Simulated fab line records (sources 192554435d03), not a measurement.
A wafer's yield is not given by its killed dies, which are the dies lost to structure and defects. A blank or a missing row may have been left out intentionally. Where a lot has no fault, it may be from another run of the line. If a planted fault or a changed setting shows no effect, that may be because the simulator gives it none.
Matching of chambers | flow n5-finfet | 4 sister chambers for N5_MIM_TOP_ETCH_STRIP_01 on rie-diel-06
The step strips in O2. 18 wafers are shown with their chamber, then 9 later ones without.

EACH WAFER AND ITS CHAMBER
wafer  | chamber | drypump-motor-current-A (A) | throttle-valve-pct (%) | showerhead-plenum-p-Torr (Torr)
L076.3 | 3       | 5.5                         | 17.10                  | 2.01
L076.4 | 1       | 5.3                         | 16.84                  | 2.10
L076.6 | 2       | 6.0                         | 16.82                  | 2.05
L079.1 | 0       | 5.1                         | 16.17                  | 2.14
L079.4 | 3       | 5.5                         | 17.08                  | 2.01
L079.5 | 0       | 5.1                         | 16.16                  | 2.14
L080.2 | 3       | 5.5                         | 17.10                  | 2.01
L080.3 | 0       | 5.1                         | 16.17                  | 2.14
L080.5 | 2       | 6.0                         | 16.78                  | 2.05
L082.1 | 0       | 5.0                         | 16.18                  | 2.14
L082.4 | 3       | 5.5                         | 17.07                  | 2.01
L082.5 | 2       | 6.0                         | 16.78                  | 2.04
L086.3 | 1       | 5.3                         | 16.88                  | 2.09
L086.5 | 3       | 5.5                         | 17.14                  | 2.01
L086.6 | 2       | 6.0                         | 16.75                  | 2.04
L089.2 | 1       | 5.4                         | 16.89                  | 2.09
L089.3 | 2       | 6.0                         | 16.79                  | 2.04
L089.4 | 0       | 5.1                         | 16.22                  | 2.13

SIGNATURES (averages over the wafers above)
reading                  | chamber 0 | chamber 1 | chamber 2 | chamber 3 | scatter within a chamber
drypump-motor-current-A  | 5.080     | 5.333     | 6.000     | 5.500     | 0.0324
throttle-valve-pct       | 16.1800   | 16.8700   | 16.7840   | 17.0980   | 0.0254
showerhead-plenum-p-Torr | 2.1380    | 2.0933    | 2.0440    | 2.0100    | 0.00436
Rule: for a wafer and a chamber, the distance is found by dividing, reading by reading, the gap between the wafer's reading and the chamber's mean by the reading's scatter, squaring, summing and taking the root. The wafer belongs to the nearest chamber; if the next one is less than 2 further off, it can't be placed. How the scatter is found: for the shown wafers, subtract from each reading the mean of its chamber, square and add these, divide the total by (wafers less chambers), then take the root.

WAFERS WITH NO CHAMBER GIVEN
wafer  | drypump-motor-current-A (A) | throttle-valve-pct (%) | showerhead-plenum-p-Torr (Torr)
L090.1 | 5.3                         | 16.92                  | 2.09
L090.3 | 5.5                         | 17.15                  | 2.00
L090.4 | 5.0                         | 16.26                  | 2.13
L087.1 | 5.1                         | 16.30                  | 2.13
L087.3 | 5.5                         | 17.17                  | 2.00
L087.5 | 5.5                         | 17.14                  | 2.00
L096.3 | 5.3                         | 16.98                  | 2.08
L096.4 | 6.0                         | 16.86                  | 2.03
L096.5 | 5.1                         | 16.22                  | 2.13

WHICH CHAMBER EACH ONE RAN IN
wafer  | from the rows above | in truth
L090.1 | 1                   | 1
L090.3 | 3                   | 3
L090.4 | 0                   | 0
L087.1 | 0                   | 0
L087.3 | 3                   | 3
L087.5 | 3                   | 3
L096.3 | 1                   | 1
L096.4 | 2                   | 2
L096.5 | 0                   | 0
Correct placement for 9 of the 9. Number that these rows cannot place: 0. 0 placed wrongly.
